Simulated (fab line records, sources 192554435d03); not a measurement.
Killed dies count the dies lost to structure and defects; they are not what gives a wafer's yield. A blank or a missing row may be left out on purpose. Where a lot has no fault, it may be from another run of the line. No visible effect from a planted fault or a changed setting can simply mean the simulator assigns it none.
Split-lot experiment :: flow n5Finfet :: on a route of 1938 steps: 7 lots, 21 wafers read

SPLIT DETAILS
At N5_BEOL_M4_ETCH_70 (etches SOC in N2/H2, target depth 80 nm, overetch 24 nm, time 130 s), the setting biasW was moved away from the recipe's 150 W on 7 of the 21 wafers read, by -12.2% to +13.3%. This setting was run at the recipe's value on the other wafers.

The split's own step is where the reading is taken.

THE READING
rfVppV, in V, at N5_BEOL_M4_ETCH_70 (etches SOC in N2/H2, target depth 80 nm, overetch 24 nm, time 130 s). On this fab line, fault-free wafers typically give 523.4 V with a standard deviation of 2.5 V.

wafer: L078.1
tool, chamber at the split: rieDiel-01, 3
biasW as run, W: 150
against the recipe: recipe
rfVppV, V: 523.6
against lot-mates on the recipe: -

wafer: L078.2
tool, chamber at the split: rieDiel-01, 2
biasW as run, W: 142.5
against the recipe: -5.0%
rfVppV, V: 506.8
against lot-mates on the recipe: -18.5

wafer: L078.4
tool, chamber at the split: rieDiel-01, 1
biasW as run, W: 150
against the recipe: recipe
rfVppV, V: 527.0
against lot-mates on the recipe: -

wafer: L082.1
tool, chamber at the split: rieDiel-04, 1
biasW as run, W: 150
against the recipe: recipe
rfVppV, V: 527.0
against lot-mates on the recipe: -

wafer: L082.2
tool, chamber at the split: rieDiel-04, 2
biasW as run, W: 150
against the recipe: recipe
rfVppV, V: 519.6
against lot-mates on the recipe: -

wafer: L082.5
tool, chamber at the split: rieDiel-04, 2
biasW as run, W: 165.5
against the recipe: +10.3%
rfVppV, V: 553.9
against lot-mates on the recipe: +30.6

wafer: L084.2
tool, chamber at the split: rieDiel-05, 3
biasW as run, W: 131.7
against the recipe: -12.2%
rfVppV, V: 477.2
against lot-mates on the recipe: -45.2

wafer: L084.3
tool, chamber at the split: rieDiel-05, 0
biasW as run, W: 150
against the recipe: recipe
rfVppV, V: 522.4
against lot-mates on the recipe: -

wafer: L084.6
tool, chamber at the split: rieDiel-05, 3
biasW as run, W: 131.7
against the recipe: -12.2%
rfVppV, V: 479.7
against lot-mates on the recipe: -42.7

wafer: L089.2
tool, chamber at the split: rieDiel-04, 2
biasW as run, W: 150
against the recipe: recipe
rfVppV, V: 519.1
against lot-mates on the recipe: -

wafer: L089.4
tool, chamber at the split: rieDiel-04, 0
biasW as run, W: 142.3
against the recipe: -5.1%
rfVppV, V: 506.2
against lot-mates on the recipe: -14.0

wafer: L089.6
tool, chamber at the split: rieDiel-04, 0
biasW as run, W: 150
against the recipe: recipe
rfVppV, V: 521.3
against lot-mates on the recipe: -

wafer: L091.3
tool, chamber at the split: rieDiel-01, 1
biasW as run, W: 170
against the recipe: +13.3%
rfVppV, V: 567.5
against lot-mates on the recipe: +41.6

wafer: L091.5
tool, chamber at the split: rieDiel-01, 2
biasW as run, W: 170
against the recipe: +13.3%
rfVppV, V: 565.2
against lot-mates on the recipe: +39.3

wafer: L091.6
tool, chamber at the split: rieDiel-01, 1
biasW as run, W: 150
against the recipe: recipe
rfVppV, V: 525.9
against lot-mates on the recipe: -

wafer: L094.1
tool, chamber at the split: rieDiel-04, 2
biasW as run, W: 150
against the recipe: recipe
rfVppV, V: 519.7
against lot-mates on the recipe: -

wafer: L094.4
tool, chamber at the split: rieDiel-04, 0
biasW as run, W: 150
against the recipe: recipe
rfVppV, V: 522.4
against lot-mates on the recipe: -

wafer: L094.5
tool, chamber at the split: rieDiel-04, 2
biasW as run, W: 150
against the recipe: recipe
rfVppV, V: 519.8
against lot-mates on the recipe: -

wafer: L095.3
tool, chamber at the split: rieDiel-01, 1
biasW as run, W: 150
against the recipe: recipe
rfVppV, V: 525.1
against lot-mates on the recipe: -

wafer: L095.4
tool, chamber at the split: rieDiel-01, 3
biasW as run, W: 150
against the recipe: recipe
rfVppV, V: 522.3
against lot-mates on the recipe: -

wafer: L095.5
tool, chamber at the split: rieDiel-01, 1
biasW as run, W: 150
against the recipe: recipe
rfVppV, V: 526.8
against lot-mates on the recipe: -

THE FIT
A straight line over all 21 wafers: rfVppV changes by +3.37 V for each +1% of biasW; r = +0.99; the points scatter about the line by 2.8 V.
The same after taking each lot's own level away (the mean of its wafers on the recipe; 21 wafers): +3.25 V for each +1%; r = +0.99; scatter 2.5 V.
Per that fit: largest biasW move, reading shift of 43 V.
The span of the lots' own levels, 520.20 to 525.90 V, comes to 2.3 times the standard deviation stated above.
The two slopes are in agreement: the lot-to-lot level therefore moves the slope only a little.
Check: +42.8 V against its lot-mates is what the line predicts for one of the wafers moved furthest among these (+13.3%) when that wafer is left out of the fit. Against them it came out at +41.6 V.
Tool readings at the split's step, against how far the setting was moved: rfVppV r = +0.99.

OTHER SPLITS ON THESE WAFERS
Other splits were also applied to these wafers ahead of the reading. Each is held against what the fit with the lots' levels taken away leaves over:
other split on the same wafers: N5_BEOL_M2_TRENCH_ETCH_37 timeS
wafers away from the commonest value: 5
r with rfVppV (lot level and that fit taken away): -0.09

other split on the same wafers: N5_BEOL_M4_COAT_05 spinRpm
wafers away from the commonest value: 5
r with rfVppV (lot level and that fit taken away): +0.05

other split on the same wafers: N5_BEOL_M4_EXPOSE_08 doseMj
wafers away from the commonest value: 8
r with rfVppV (lot level and that fit taken away): +0.06

THE WHOLE CHAIN: every reading that the file lists as answering this split, in the file's order
step: N5_BEOL_M4_ETCH_70
what it does: etches SOC in N2/H2, target depth 80 nm, overetch 24 nm, time 130 s
reading: rfVppV
change (the file's fit): +3.21 V for each +1% of the setting
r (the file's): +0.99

step: N5_BEOL_M4_ETCH_70
what it does: etches SOC in N2/H2, target depth 80 nm, overetch 24 nm, time 130 s
reading: SiARC_of_BEOL_M4_COAT_68.thkNm (the simulator's own value, which no gauge read)
change (the file's fit): -0.0792 nm for each +1% of the setting
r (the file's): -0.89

FILE'S OWN FIT
rfVppV changes by +3.21 V for each +1% of biasW, r = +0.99.
